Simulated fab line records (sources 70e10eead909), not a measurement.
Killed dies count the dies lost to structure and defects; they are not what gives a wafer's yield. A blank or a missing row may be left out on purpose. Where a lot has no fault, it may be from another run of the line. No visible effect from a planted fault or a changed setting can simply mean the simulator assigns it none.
Chamber matching :: flow nandHarc :: rieDiel-09 running NHARC_P_ZERO_WELL_ETCH_65: 4 sister chambers
The step etches the open film in N2/H2, target depth 80 nm, overetch 24 nm, time 87.88 s. 4 wafers are shown with their chamber, then 7 later ones without.

EACH WAFER AND ITS CHAMBER
wafer: L495.3
chamber: 3
drypumpMotorCurrentA (A): 6.6

wafer: L496.4
chamber: 2
drypumpMotorCurrentA (A): 5.5

wafer: L503.1
chamber: 1
drypumpMotorCurrentA (A): 5.6

wafer: L503.3
chamber: 0
drypumpMotorCurrentA (A): 5.3

WAFERS WHOSE CHAMBER IS MISSING
wafer: L503.4
drypumpMotorCurrentA (A): 5.5

wafer: L504.1
drypumpMotorCurrentA (A): 5.5

wafer: L504.2
drypumpMotorCurrentA (A): 5.4

wafer: L504.3
drypumpMotorCurrentA (A): 5.5

wafer: L511.1
drypumpMotorCurrentA (A): 6.6

wafer: L511.2
drypumpMotorCurrentA (A): 5.5

wafer: L511.3
drypumpMotorCurrentA (A): 5.3

CHAMBER TAKEN BY EACH
wafer: L503.4
from the rows above: 2
in truth: 2

wafer: L504.1
from the rows above: 2
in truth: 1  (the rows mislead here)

wafer: L504.2
from the rows above: can't be placed: 2 or 0
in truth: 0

wafer: L504.3
from the rows above: 2
in truth: 2

wafer: L511.1
from the rows above: 3
in truth: 3

wafer: L511.2
from the rows above: 2
in truth: 2

wafer: L511.3
from the rows above: 0
in truth: 0
Correct placement for 5 of the 7. Can't be placed from these rows: 1 (the true chamber is among the candidates in 1). Placed wrongly: 1.
How it was worked out, from the rows above alone: a wafer's distance from a chamber is the root of the sum, over the readings, of the square of ((its reading less the chamber's mean) divided by the reading's scatter). The wafer belongs to the nearest chamber; if the next one is less than 2 further off, it can't be placed. The mean given for a chamber averages the wafers shown for that chamber. The scatter: with one shown wafer a chamber, the root of the mean of the squares of how far each hidden wafer lies from its nearest shown one.
